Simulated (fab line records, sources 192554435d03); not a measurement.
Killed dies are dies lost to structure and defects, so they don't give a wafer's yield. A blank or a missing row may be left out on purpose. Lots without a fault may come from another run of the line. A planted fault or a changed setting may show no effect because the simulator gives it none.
A struck lot beside a sound one | flow n5_finfet | 14 steps out of a route of 1938
Sound: wafers L520.2, L520.4, L520.5. Struck: wafer L527.4. (L527.2, L527.6 of the same lot were not struck and are left out.) The cause comes at the end.
At each step with rows: each side's tool, then ch and its chambers, then its first start. Under that, the readings that differ: sound wafers | struck wafers | difference of the means | sigmas: that difference in standard deviations of wafers without a fault.
alike: readings whose means differ by less than 2 such deviations, and words and numbers that are the same on both sides. not compared: withheld readings, readings that some wafer has no value for, bounds like >300 that may hide the same value, and numbers for which the record gives no deviation and whose values overlap.
The two part at a step that has a row with sigmas, a row that says differs or no value, or rows on one side only. Numbers that don't overlap but have no deviation are shown without sigmas and don't part them. A reading that every wafer of one side lacks parts them only if that side has two wafers or more.

first, 7 steps without rows for these wafers: N5_BEOL_M11_COAT_64 (time 60 s, resist thk 30 nm); N5_BEOL_M11_COAT_22 (resist thk 90 nm); N5_BEOL_M11_EBR_24; N5_BEOL_M11_SOFTBAKE_23 (time 60 s); N5_BEOL_M11_EXPOSE_25 (exposes mask V10); N5_BEOL_M11_PEB_26 (peb time 60 s); N5_BEOL_M11_DEVELOP_27 (develop time 30 s).
N5_BEOL_M11_CD_MEAS_28: target cd 70 nm.
  sound on cd_sem-01 ch 0, day 12 21:37; struck on cd_sem-01 ch 0, day 14 16:58
  alike: cd_nm
N5_BEOL_M11_OVL_MEAS_29:
  sound on overlay-02 ch 0, day 12 21:38; struck on overlay-01 ch 0, day 14 17:00
  alike: V10_OVL
N5_BEOL_M11_INSPECT_30: inspects for defects (brightfield).
  sound on defect_inspect-01, day 12 21:40; struck on defect_inspect-01, day 14 17:01
  alike: raw_defect_count
N5_BEOL_M11_DESCUM_33: chemistry O2, time 7.9 s.
  sound on rie_diel-04 ch 1,2,3, day 12 21:42; struck on rie_diel-04 ch 3, day 14 17:04
  alike: drypump_motor_current_A, oes_product_au, rf_vpp_V, showerhead_plenum_p_Torr, throttle_valve_pct
  not compared: rf_hours_counter_h
N5_BEOL_M11_ETCH_65: etches SiARC in CF4, target depth 39 nm, time 65 s.
  sound on rie_diel-04 ch 1,2,3, day 12 21:44; struck on rie_diel-04 ch 3, day 14 17:05
  alike: drypump_motor_current_A, etch_rf_on_time_s, oes_product_au, rf_vpp_V, showerhead_plenum_p_Torr, throttle_valve_pct
  not compared: rf_hours_counter_h
N5_BEOL_M11_ETCH_66: etches SOC in N2/H2, target depth 120 nm, overetch 24 nm, time 180 s.
  sound on rie_diel-04 ch 1,2,3, day 12 21:47; struck on rie_diel-04 ch 3, day 14 17:08
  reading                                     | sound            | struck | difference | sigmas
  model.etch.depth_nm (nm)                    | 99.9 99.82 99.91 | 93.73  | -6.15      |
  model.SiARC_of_BEOL_M11_COAT_64.thk_nm (nm) | 22.6 22.4 22.2   | 25.2   | +2.8       |
  alike: drypump_motor_current_A, oes_product_au, rf_vpp_V, showerhead_plenum_p_Torr, throttle_valve_pct
  not compared: rf_hours_counter_h
then, 1 step without rows for these wafers: N5_BEOL_M11_STRIP_69 (strips in N2/H2).

WHERE THEY PART
Nowhere in this record.

WHY: what the simulator had put in
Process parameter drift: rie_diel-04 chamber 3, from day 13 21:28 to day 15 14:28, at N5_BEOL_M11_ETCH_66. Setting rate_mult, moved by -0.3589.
